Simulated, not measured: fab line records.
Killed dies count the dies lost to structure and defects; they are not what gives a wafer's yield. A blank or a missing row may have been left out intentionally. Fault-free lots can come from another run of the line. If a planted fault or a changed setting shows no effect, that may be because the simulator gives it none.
Matching of chambers | flow n5Finfet | N5_FIN_CUT_CUT_ETCH_28 on rieSi-05: 4 sister chambers
The step etches Si in HBr/Cl2/O2, target depth 6 nm, time 2.4 s. 27 wafers are shown with their chamber, then 12 later ones without.

== WAFERS PAIRED WITH THEIR CHAMBERS ==
wafer  | chamber | drypumpMotorCurrentA (A) | oesProductAu (a.u.) | O2_flow_sccm (sccm)
L075.3 | 0       | 5.2                      | 0.983               | 12.04
L075.4 | 3       | 5.5                      | 0.967               | 11.98
L075.6 | 3       | 5.5                      | 0.971               | 12.05
L076.1 | 0       | 5.2                      | 0.981               | 11.96
L076.2 | 3       | 5.5                      | 0.973               | 11.98
L076.3 | 2       | 5.3                      | 1.008               | 12.02
L076.4 | 1       | 5.8                      | 1.003               | 12.02
L076.5 | 3       | 5.5                      | 0.976               | 11.96
L076.6 | 0       | 5.2                      | 0.982               | 11.95
L078.2 | 3       | 5.5                      | 0.978               | 12.02
L078.3 | 1       | 5.8                      | 0.997               | 12.05
L078.6 | 0       | 5.2                      | 0.981               | 12.02
L079.1 | 0       | 5.2                      | 0.978               | 11.98
L079.2 | 3       | 5.5                      | 0.972               | 11.93
L079.3 | 2       | 5.3                      | 1.009               | 11.96
L082.1 | 3       | 5.5                      | 0.981               | 11.95
L082.2 | 1       | 5.9                      | 0.993               | 12.00
L082.5 | 1       | 5.8                      | 1.002               | 11.92
L083.1 | 0       | 5.2                      | 0.982               | 12.00
L083.2 | 2       | 5.3                      | 1.011               | 12.05
L083.3 | 3       | 5.5                      | 0.974               | 12.01
L083.4 | 1       | 5.8                      | 0.999               | 12.00
L083.5 | 3       | 5.5                      | 0.980               | 12.02
L083.6 | 0       | 5.2                      | 0.980               | 12.00
L086.1 | 1       | 5.8                      | 1.000               | 12.02
L086.2 | 2       | 5.3                      | 1.012               | 12.02
L086.4 | 3       | 5.5                      | 0.976               | 12.03

SIGNATURES, as means of the wafers listed above
reading              | chamber 0 | chamber 1 | chamber 2 | chamber 3 | scatter within a chamber
drypumpMotorCurrentA | 5.200     | 5.817     | 5.300     | 5.500     | 0.019
oesProductAu         | 0.98100   | 0.99900   | 1.01000   | 0.97480   | 0.00335
O2_flow_sccm         | 11.9929   | 12.0017   | 12.0125   | 11.9930   | 0.0383
Rule: for a wafer and a chamber, the distance is found by dividing, reading by reading, the gap between the wafer's reading and the chamber's mean by the reading's scatter, squaring, summing and taking the root. If the next closest chamber is less than 2 further off than the closest, the wafer can't be placed; otherwise it belongs to the closest. The scatter: the root of (the sum of the squares of (reading less its chamber's mean) over the shown wafers, divided by (wafers less chambers)).

== WAFERS WHOSE CHAMBER IS MISSING ==
wafer  | drypumpMotorCurrentA (A) | oesProductAu (a.u.) | O2_flow_sccm (sccm)
L088.1 | 5.8                      | 0.993               | 12.05
L088.2 | 5.5                      | 0.977               | 11.97
L088.4 | 5.3                      | 1.007               | 12.01
L092.3 | 5.8                      | 0.993               | 12.03
L092.4 | 5.2                      | 0.987               | 12.01
L092.5 | 5.3                      | 1.003               | 11.97
L096.3 | 5.2                      | 0.981               | 12.06
L096.5 | 5.5                      | 0.980               | 12.07
L096.6 | 5.3                      | 1.017               | 12.02
L097.1 | 5.5                      | 0.977               | 12.00
L097.3 | 5.8                      | 0.992               | 11.97
L097.5 | 5.3                      | 1.012               | 11.99

== WHICH CHAMBER EACH ONE RAN IN ==
wafer  | from the rows above | in truth
L088.1 | 1                   | 1
L088.2 | 3                   | 3
L088.4 | 2                   | 2
L092.3 | 1                   | 1
L092.4 | 0                   | 0
L092.5 | 2                   | 2
L096.3 | 0                   | 0
L096.5 | 3                   | 3
L096.6 | 2                   | 2
L097.1 | 3                   | 3
L097.3 | 1                   | 1
L097.5 | 2                   | 2
Placed correctly: 12 of 12. Not placeable from these rows: 0. Placed wrongly: 0.
